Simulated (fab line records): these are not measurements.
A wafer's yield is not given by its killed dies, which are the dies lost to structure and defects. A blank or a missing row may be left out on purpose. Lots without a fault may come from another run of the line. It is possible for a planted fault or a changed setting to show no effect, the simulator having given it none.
Chamber matching -- flow n5-finfet -- N5_FIN_SAQP_MANDREL2_REMOVE_60 on rie-si-03 has 4 sister chambers
The step chemistry HBr/Cl2/O2, target a-Si, stops on SiNx, bt time 10 s. 27 wafers are shown with their chamber, then 12 later ones without.

WAFERS PAIRED WITH THEIR CHAMBERS
wafer,chamber,throttle-valve-pct (%),oes-product-au (a.u.)
L074.1,2,36.8,0.995
L074.4,1,36.3,1.021
L074.6,1,36.3,1.028
L075.2,0,37.4,0.984
L075.4,3,37.2,0.989
L075.5,3,37.2,0.983
L081.3,0,37.4,0.976
L081.4,3,37.2,0.988
L081.6,2,36.8,1.007
L083.2,0,37.4,0.976
L083.5,2,36.8,1.013
L083.6,1,36.4,1.027
L084.1,2,36.8,1.003
L084.3,1,36.4,1.020
L084.5,2,36.8,1.015
L088.1,2,36.8,1.016
L088.4,0,37.4,0.980
L088.5,1,36.4,1.033
L091.1,1,36.4,1.035
L091.2,0,37.4,0.985
L091.4,3,37.2,0.995
L092.2,2,36.8,1.007
L092.4,0,37.4,0.977
L092.5,2,36.8,1.012
L093.2,3,37.2,0.979
L093.4,2,36.8,1.008
L093.6,0,37.4,0.979

SIGNATURES (means of the wafers above)
reading,chamber 0,chamber 1,chamber 2,chamber 3,scatter within a chamber
throttle-valve-pct,37.400,36.367,36.800,37.200,0.0241
oes-product-au,0.97957,1.02733,1.00844,0.98680,0.00576
Rule: a wafer's distance from a chamber is the root of the sum, over the readings, of the square of ((its reading less the chamber's mean) divided by the reading's scatter). If the next closest chamber is less than 2 further off than the closest, the wafer can't be placed; otherwise it belongs to the closest. The scatter: the root of (the sum of the squares of (reading less its chamber's mean) over the shown wafers, divided by (wafers less chambers)).

WAFERS WITH NO CHAMBER GIVEN
wafer,throttle-valve-pct (%),oes-product-au (a.u.)
L094.4,36.8,1.004
L094.5,36.8,0.998
L094.6,36.4,1.033
L095.1,37.4,0.990
L095.3,37.2,0.996
L095.6,36.8,1.022
L096.1,36.8,1.016
L096.3,37.2,0.991
L096.4,37.4,0.977
L097.1,37.2,1.004
L097.3,36.4,1.042
L097.6,37.2,0.997

THE CHAMBER EACH PASSED THROUGH
wafer,from the rows above,in truth
L094.4,2,2
L094.5,2,2
L094.6,1,1
L095.1,0,0
L095.3,3,3
L095.6,2,2
L096.1,2,2
L096.3,3,3
L096.4,0,0
L097.1,3,3
L097.3,1,1
L097.6,3,3
Correct placement for 12 of the 12. From these rows, 0 cannot be placed. 0 placed wrongly.
